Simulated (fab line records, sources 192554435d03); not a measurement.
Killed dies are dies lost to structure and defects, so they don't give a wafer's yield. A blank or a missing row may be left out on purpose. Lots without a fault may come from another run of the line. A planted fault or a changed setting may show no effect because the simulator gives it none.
Chamber matching | flow n5_finfet | N5_BEOL_M0_SAQP_DESCUM_19 on rie_diel-03: 4 sister chambers
The step chemistry O2, time 7.9 s. 22 wafers are shown with their chamber, then 11 later ones without.

WAFERS WITH THEIR CHAMBER
wafer  | chamber | showerhead_plenum_p_Torr (Torr) | oes_product_au (a.u.) | drypump_motor_current_A (A)
L076.1 | 2       | 1.99                            | 0.71                  | 6.06
L076.2 | 1       | 2.09                            | 0.77                  | 6.01
L076.6 | 3       | 2.00                            | 0.77                  | 5.70
L077.3 | 2       | 1.99                            | 0.71                  | 6.07
L077.4 | 3       | 2.00                            | 0.77                  | 5.70
L077.5 | 1       | 2.08                            | 0.78                  | 5.93
L081.1 | 3       | 2.00                            | 0.76                  | 5.70
L081.4 | 3       | 2.00                            | 0.77                  | 5.69
L081.6 | 1       | 2.08                            | 0.76                  | 5.96
L083.1 | 1       | 2.08                            | 0.76                  | 5.94
L083.2 | 3       | 1.99                            | 0.77                  | 5.71
L083.3 | 2       | 1.99                            | 0.70                  | 6.00
L083.4 | 0       | 2.07                            | 0.95                  | 6.39
L083.5 | 2       | 1.99                            | 0.69                  | 6.04
L083.6 | 1       | 2.08                            | 0.77                  | 5.92
L084.1 | 2       | 1.99                            | 0.70                  | 6.08
L084.2 | 3       | 1.99                            | 0.77                  | 5.69
L084.3 | 1       | 2.08                            | 0.77                  | 5.96
L084.4 | 0       | 2.07                            | 0.94                  | 6.44
L084.5 | 2       | 1.99                            | 0.70                  | 6.04
L084.6 | 3       | 1.99                            | 0.76                  | 5.69
L087.3 | 0       | 2.07                            | 0.93                  | 6.40

SIGNATURES (means of the wafers above)
reading                  | chamber 0 | chamber 1 | chamber 2 | chamber 3 | scatter within a chamber
showerhead_plenum_p_Torr | 2.0700    | 2.0817    | 1.9900    | 1.9957    | 0.00376
oes_product_au           | 0.9400    | 0.7683    | 0.7017    | 0.7671    | 0.00711
drypump_motor_current_A  | 6.4100    | 5.9533    | 6.0483    | 5.6971    | 0.0247
Rule: a wafer's distance from a chamber is the root of the sum, over the readings, of the square of ((its reading less the chamber's mean) divided by the reading's scatter). The wafer belongs to the nearest chamber; if the next one is less than 2 further off, it can't be placed. The scatter: the root of (the sum of the squares of (reading less its chamber's mean) over the shown wafers, divided by (wafers less chambers)).

WAFERS WITHOUT THEIR CHAMBER
wafer  | showerhead_plenum_p_Torr (Torr) | oes_product_au (a.u.) | drypump_motor_current_A (A)
L087.4 | 1.99                            | 0.70                  | 6.06
L087.6 | 1.99                            | 0.69                  | 6.05
L090.1 | 2.08                            | 0.75                  | 5.94
L090.2 | 1.99                            | 0.76                  | 5.69
L090.4 | 2.07                            | 0.90                  | 6.39
L093.1 | 1.98                            | 0.69                  | 6.04
L093.2 | 2.06                            | 0.88                  | 6.44
L093.5 | 1.99                            | 0.75                  | 5.69
L096.3 | 1.99                            | 0.74                  | 5.70
L096.5 | 2.06                            | 0.87                  | 6.41
L096.6 | 2.07                            | 0.74                  | 5.97

WHICH CHAMBER EACH WENT THROUGH
wafer  | from the rows above | in truth
L087.4 | 2                   | 2
L087.6 | 2                   | 2
L090.1 | 1                   | 1
L090.2 | 3                   | 3
L090.4 | 0                   | 0
L093.1 | 2                   | 2
L093.2 | 0                   | 0
L093.5 | 3                   | 3
L096.3 | 3                   | 3
L096.5 | 0                   | 0
L096.6 | 1                   | 1
Placed correctly: 11 of 11. Can't be placed from these rows: 0. Placed wrongly: 0.
